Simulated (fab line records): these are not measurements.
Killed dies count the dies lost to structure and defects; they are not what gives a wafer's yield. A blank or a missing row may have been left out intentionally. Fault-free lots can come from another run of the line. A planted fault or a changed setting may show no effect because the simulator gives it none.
Which of the tools did it? / flow nand-harc / Sampling: 13 lots, 39 wafers, 6 of 1302 route steps

== WHAT THE GAUGES READ, wafer by wafer ==
NHARC_P_ZERO_WELL_CD_MEAS_37 targets a cd of 720 nm. Usual: cd-nm 719.4 nm, standard deviation 1.6.
lot=L846; measured=day 2 00:16; on=cd-sem-01; cd-nm (nm)=721.5 718.4 716.8; flag=
lot=L847; measured=day 2 09:55; on=cd-sem-03; cd-nm (nm)=720.4 718.0 718.4; flag=
lot=L848; measured=day 2 21:46; on=cd-sem-02; cd-nm (nm)=717.4 717.9 718.0; flag=
lot=L855; measured=day 5 17:59; on=cd-sem-01; cd-nm (nm)=716.9 721.8 719.0; flag=
lot=L856; measured=day 6 04:05; on=cd-sem-03; cd-nm (nm)=721.1 721.9 718.9; flag=
lot=L861; measured=day 8 06:26; on=cd-sem-03; cd-nm (nm)=717.9 719.6 719.2; flag=
lot=L862; measured=day 8 23:32; on=cd-sem-02; cd-nm (nm)=719.7 717.3 721.5; flag=
lot=L863; measured=day 9 02:04; on=cd-sem-02; cd-nm (nm)=720.1 718.6 717.7; flag=
lot=L864; measured=day 9 12:08; on=cd-sem-03; cd-nm (nm)=721.8 721.3 720.1; flag=
lot=L865; measured=day 9 22:08; on=cd-sem-03; cd-nm (nm)=720.2 719.3 721.3; flag=
lot=L866; measured=day 10 11:28; on=cd-sem-02; cd-nm (nm)=720.9 719.9 718.2; flag=
lot=L867; measured=day 10 18:04; on=cd-sem-02; cd-nm (nm)=719.5 719.1 717.9; flag=
lot=L868; measured=day 11 03:59; on=cd-sem-01; cd-nm (nm)=719.0 722.1 721.3; flag=

NHARC_P_ZERO_WELL_INSPECT_43. Usual: raw-defect-count 11, standard deviation 5.6.
lot=L846; measured=day 2 03:47; on=defect-inspect-01; raw-defect-count=8 22 8; flag=
lot=L847; measured=day 2 13:22; on=defect-inspect-02; raw-defect-count=5 11 6; flag=
lot=L848; measured=day 3 01:16; on=defect-inspect-02; raw-defect-count=5 7 5; flag=
lot=L855; measured=day 5 23:23; on=defect-inspect-01; raw-defect-count=1423 1408 1465; flag=OFF
lot=L856; measured=day 6 07:26; on=defect-inspect-01; raw-defect-count=1438 1472 1409; flag=OFF
lot=L861; measured=day 8 10:08; on=defect-inspect-02; raw-defect-count=15 15 14; flag=
lot=L862; measured=day 9 06:47; on=defect-inspect-01; raw-defect-count=10 17 14; flag=
lot=L863; measured=day 9 05:41; on=defect-inspect-02; raw-defect-count=9 12 10; flag=
lot=L864; measured=day 9 15:30; on=defect-inspect-01; raw-defect-count=11 14 14; flag=
lot=L865; measured=day 10 01:35; on=defect-inspect-02; raw-defect-count=9 13 10; flag=
lot=L866; measured=day 10 14:56; on=defect-inspect-02; raw-defect-count=17 17 16; flag=
lot=L867; measured=day 10 21:32; on=defect-inspect-02; raw-defect-count=23 32 18; flag=
lot=L868; measured=day 11 09:50; on=defect-inspect-01; raw-defect-count=4 13 13; flag=

NHARC_P_STI_OVL_MEAS_10. Usual: overlay-x-nm -1 nm, standard deviation 5; overlay-y-nm -1 nm, standard deviation 6.3.
lot=L846; measured=day 3 00:01; on=overlay-02; overlay-x-nm (nm)=7 6 6; overlay-y-nm (nm)=-10 -10 -10; flag=
lot=L847; measured=day 3 06:08; on=overlay-02; overlay-x-nm (nm)=2 1 2; overlay-y-nm (nm)=5 4 4; flag=
lot=L848; measured=day 3 16:43; on=overlay-01; overlay-x-nm (nm)=2 2 2; overlay-y-nm (nm)=-8 -8 -8; flag=
lot=L855; measured=day 6 14:13; on=overlay-02; overlay-x-nm (nm)=10 10 10; overlay-y-nm (nm)=1 1 1; flag=
lot=L856; measured=day 6 22:38; on=overlay-02; overlay-x-nm (nm)=-5 -6 -5; overlay-y-nm (nm)=-3 -3 -2; flag=
lot=L861; measured=day 9 04:01; on=overlay-01; overlay-x-nm (nm)=4 4 4; overlay-y-nm (nm)=4 4 4; flag=
lot=L862; measured=day 9 21:11; on=overlay-01; overlay-x-nm (nm)=-6 -6 -6; overlay-y-nm (nm)=-5 -5 -5; flag=
lot=L863; measured=day 9 21:01; on=overlay-02; overlay-x-nm (nm)=1 2 2; overlay-y-nm (nm)=0 0 1; flag=
lot=L864; measured=day 10 08:56; on=overlay-02; overlay-x-nm (nm)=-2 -1 -1; overlay-y-nm (nm)=2 2 2; flag=
lot=L865; measured=day 10 16:05; on=overlay-01; overlay-x-nm (nm)=-9 -9 -9; overlay-y-nm (nm)=-5 -4 -5; flag=
lot=L866; measured=day 11 05:34; on=overlay-02; overlay-x-nm (nm)=-2 -2 -2; overlay-y-nm (nm)=-1 -1 -2; flag=
lot=L867; measured=day 11 13:50; on=overlay-01; overlay-x-nm (nm)=1 1 0; overlay-y-nm (nm)=-3 -3 -3; flag=
lot=L868; measured=day 12 01:24; on=overlay-02; overlay-x-nm (nm)=-3 -2 -2; overlay-y-nm (nm)=-19 -19 -19; flag=

NHARC_END_SORT_01. Usual: killed-at-array 55, standard deviation 19; killed-at-other 0.6, standard deviation 0.99; killed-at-periphery 4.2, standard deviation 2.6; killed-dies 60, standard deviation 18; killed-open 3.4, standard deviation 1.7; killed-short 2.3, standard deviation 1.5.
lot=L855; measured=day 28 05:58; on=prober-01; killed-at-array=53 56 57; killed-at-other=2 0 0; killed-at-periphery=108 107 110; killed-dies=163 163 167; killed-open=3 3 2; killed-short=2 2 1; flag=OFF
lot=L856; measured=day 27 21:23; on=prober-02; killed-at-array=61 58 54; killed-at-other=0 0 0; killed-at-periphery=115 38 111; killed-dies=176 96 165; killed-open=1 3 2; killed-short=2 3 1; flag=OFF

== TOOL THAT RAN EACH LOT (tool first, then ch and the chambers of the sampled wafers, then the start) ==
lot=L846; NHARC_P_ZERO_WELL_ETCH_62=rie-diel-06 ch 0,1, day 1 23:31 or earlier; NHARC_P_ZERO_WELL_STRIP_28=wet-bench-03 ch 4,6,7, day 1 23:31
lot=L847; NHARC_P_ZERO_WELL_ETCH_62=rie-diel-12 ch 0,3, day 2 09:18 or earlier; NHARC_P_ZERO_WELL_STRIP_28=wet-bench-09 ch 1,2,3, day 2 09:18
lot=L848; NHARC_P_ZERO_WELL_ETCH_62=rie-diel-06 ch 0,2, day 2 21:00 or earlier; NHARC_P_ZERO_WELL_STRIP_28=wet-bench-09 ch 2,3,7, day 2 21:00
lot=L855; NHARC_P_ZERO_WELL_ETCH_62=rie-diel-12 ch 0,1,3, day 5 17:21 or earlier; NHARC_P_ZERO_WELL_STRIP_28=wet-bench-09 ch 0,3,4, day 5 17:21
lot=L856; NHARC_P_ZERO_WELL_ETCH_62=rie-diel-12 ch 0,1,3, day 6 03:21 or earlier; NHARC_P_ZERO_WELL_STRIP_28=wet-bench-09 ch 3,5,6, day 6 03:21
lot=L861; NHARC_P_ZERO_WELL_ETCH_62=rie-diel-10 ch 0,1,3, day 8 05:40 or earlier; NHARC_P_ZERO_WELL_STRIP_28=wet-bench-07 ch 1,2,3, day 8 05:40
lot=L862; NHARC_P_ZERO_WELL_ETCH_62=rie-diel-12 ch 0,1,3, day 8 22:47 or earlier; NHARC_P_ZERO_WELL_STRIP_28=wet-bench-07 ch 3,4,7, day 8 22:47
lot=L863; NHARC_P_ZERO_WELL_ETCH_62=rie-diel-12 ch 0,1,2, day 9 01:27 or earlier; NHARC_P_ZERO_WELL_STRIP_28=wet-bench-07 ch 0,1,3, day 9 01:27
lot=L864; NHARC_P_ZERO_WELL_ETCH_62=rie-diel-12 ch 1,3, day 9 11:23 or earlier; NHARC_P_ZERO_WELL_STRIP_28=wet-bench-03 ch 0,6,7, day 9 11:23
lot=L865; NHARC_P_ZERO_WELL_ETCH_62=rie-diel-10 ch 0,1,2, day 9 21:29 or earlier; NHARC_P_ZERO_WELL_STRIP_28=wet-bench-09 ch 2,3,6, day 9 21:29
lot=L866; NHARC_P_ZERO_WELL_ETCH_62=rie-diel-12 ch 0,1,2, day 10 10:49 or earlier; NHARC_P_ZERO_WELL_STRIP_28=wet-bench-09 ch 0,1,3, day 10 10:49
lot=L867; NHARC_P_ZERO_WELL_ETCH_62=rie-diel-06 ch 0,1,3, day 10 17:26 or earlier; NHARC_P_ZERO_WELL_STRIP_28=wet-bench-03 ch 0,3,4, day 10 17:26
lot=L868; NHARC_P_ZERO_WELL_ETCH_62=rie-diel-10 ch 1,2,3, day 11 03:22 or earlier; NHARC_P_ZERO_WELL_STRIP_28=wet-bench-09 ch 1,2,4, day 11 03:22
- NHARC_P_ZERO_WELL_ETCH_62: etches the open film in CHF3/Ar, target depth 13 nm, time 6.5 s.
- NHARC_P_ZERO_WELL_STRIP_28: strips in SPM, time 840 s.

== WHAT THE TOOLS THEMSELVES READ (means of the sampled wafers that have a number; where no wafer has one, the mark that the record gives instead) ==
NHARC_P_ZERO_WELL_ETCH_62. Usual: chf3-flow-sccm 50.02 sccm, standard deviation 0.16; drypump-motor-current-A 5.8 A, standard deviation 0.48; oes-product-au 0.961 a.u., standard deviation 0.019; rf-vpp-V 371.1 V, standard deviation 1.6; showerhead-plenum-p-Torr 2.36 Torr, standard deviation 0.065; throttle-valve-pct 20.217 %, standard deviation 0.009.
lot=L846; tool=rie-diel-06; chf3-flow-sccm (sccm)=49.94; drypump-motor-current-A (A)=6.1; oes-product-au (a.u.)=0.964; rf-vpp-V (V)=369.6; showerhead-plenum-p-Torr (Torr)=2.31; throttle-valve-pct (%)=20.212; flag=
lot=L847; tool=rie-diel-12; chf3-flow-sccm (sccm)=49.94; drypump-motor-current-A (A)=6.1; oes-product-au (a.u.)=0.966; rf-vpp-V (V)=371.5; showerhead-plenum-p-Torr (Torr)=2.36; throttle-valve-pct (%)=20.213; flag=
lot=L848; tool=rie-diel-06; chf3-flow-sccm (sccm)=50.12; drypump-motor-current-A (A)=5.8; oes-product-au (a.u.)=0.960; rf-vpp-V (V)=372.3; showerhead-plenum-p-Torr (Torr)=2.42; throttle-valve-pct (%)=20.217; flag=
lot=L855; tool=rie-diel-12; chf3-flow-sccm (sccm)=49.99; drypump-motor-current-A (A)=6.0; oes-product-au (a.u.)=0.976; rf-vpp-V (V)=370.4; showerhead-plenum-p-Torr (Torr)=2.36; throttle-valve-pct (%)=20.221; flag=
lot=L856; tool=rie-diel-12; chf3-flow-sccm (sccm)=50.07; drypump-motor-current-A (A)=6.0; oes-product-au (a.u.)=0.980; rf-vpp-V (V)=371.1; showerhead-plenum-p-Torr (Torr)=2.36; throttle-valve-pct (%)=20.216; flag=
lot=L861; tool=rie-diel-10; chf3-flow-sccm (sccm)=49.95; drypump-motor-current-A (A)=5.7; oes-product-au (a.u.)=0.957; rf-vpp-V (V)=370.8; showerhead-plenum-p-Torr (Torr)=2.33; throttle-valve-pct (%)=20.220; flag=
lot=L862; tool=rie-diel-12; chf3-flow-sccm (sccm)=50.04; drypump-motor-current-A (A)=6.0; oes-product-au (a.u.)=0.936; rf-vpp-V (V)=371.1; showerhead-plenum-p-Torr (Torr)=2.35; throttle-valve-pct (%)=20.207; flag=
lot=L863; tool=rie-diel-12; chf3-flow-sccm (sccm)=50.20; drypump-motor-current-A (A)=5.9; oes-product-au (a.u.)=0.959; rf-vpp-V (V)=370.8; showerhead-plenum-p-Torr (Torr)=2.34; throttle-valve-pct (%)=20.207; flag=
lot=L864; tool=rie-diel-12; chf3-flow-sccm (sccm)=50.16; drypump-motor-current-A (A)=6.0; oes-product-au (a.u.)=0.915; rf-vpp-V (V)=371.6; showerhead-plenum-p-Torr (Torr)=2.38; throttle-valve-pct (%)=20.210; flag=
lot=L865; tool=rie-diel-10; chf3-flow-sccm (sccm)=50.00; drypump-motor-current-A (A)=6.0; oes-product-au (a.u.)=0.986; rf-vpp-V (V)=369.9; showerhead-plenum-p-Torr (Torr)=2.35; throttle-valve-pct (%)=20.218; flag=
lot=L866; tool=rie-diel-12; chf3-flow-sccm (sccm)=50.11; drypump-motor-current-A (A)=5.9; oes-product-au (a.u.)=0.928; rf-vpp-V (V)=370.7; showerhead-plenum-p-Torr (Torr)=2.34; throttle-valve-pct (%)=20.213; flag=
lot=L867; tool=rie-diel-06; chf3-flow-sccm (sccm)=49.95; drypump-motor-current-A (A)=5.9; oes-product-au (a.u.)=0.955; rf-vpp-V (V)=369.6; showerhead-plenum-p-Torr (Torr)=2.32; throttle-valve-pct (%)=20.222; flag=
lot=L868; tool=rie-diel-10; chf3-flow-sccm (sccm)=50.07; drypump-motor-current-A (A)=5.8; oes-product-au (a.u.)=0.973; rf-vpp-V (V)=371.6; showerhead-plenum-p-Torr (Torr)=2.40; throttle-valve-pct (%)=20.228; flag=

== THE ANSWER, worked out from the rows above alone ==
Rule: a lot is off if the mean of its wafers that have a number lies more than 3 standard deviations from the usual mean. Also off: a lot with no number at a reading for which 4 or more lots have one. All remaining lots with rows at the step are treated as sound. Order of review: gauges by route order, followed by the tools' own readings, for which a lot's mean as printed above is used. At the first step where some lot is off, the reading lying furthest off is the one used; lots without a number count as furthest.
Off: L855, L856, at NHARC_P_ZERO_WELL_INSPECT_43 (raw-defect-count).
If a tool, at a process step before that reading, ran all the lots that are off and no sound lot after the first of them, it fits. The gauges at NHARC_P_ZERO_WELL_INSPECT_43 aren't tried: what is off there is off at NHARC_END_SORT_01 too, on other tools, and a gauge's error can't cause that. NHARC_P_ZERO_WELL_ETCH_62: start missing for some lots; hours and lot order therefore follow NHARC_P_ZERO_WELL_STRIP_28. None of those tried fits.

== WHAT THE SIMULATOR HAD PUT IN ==
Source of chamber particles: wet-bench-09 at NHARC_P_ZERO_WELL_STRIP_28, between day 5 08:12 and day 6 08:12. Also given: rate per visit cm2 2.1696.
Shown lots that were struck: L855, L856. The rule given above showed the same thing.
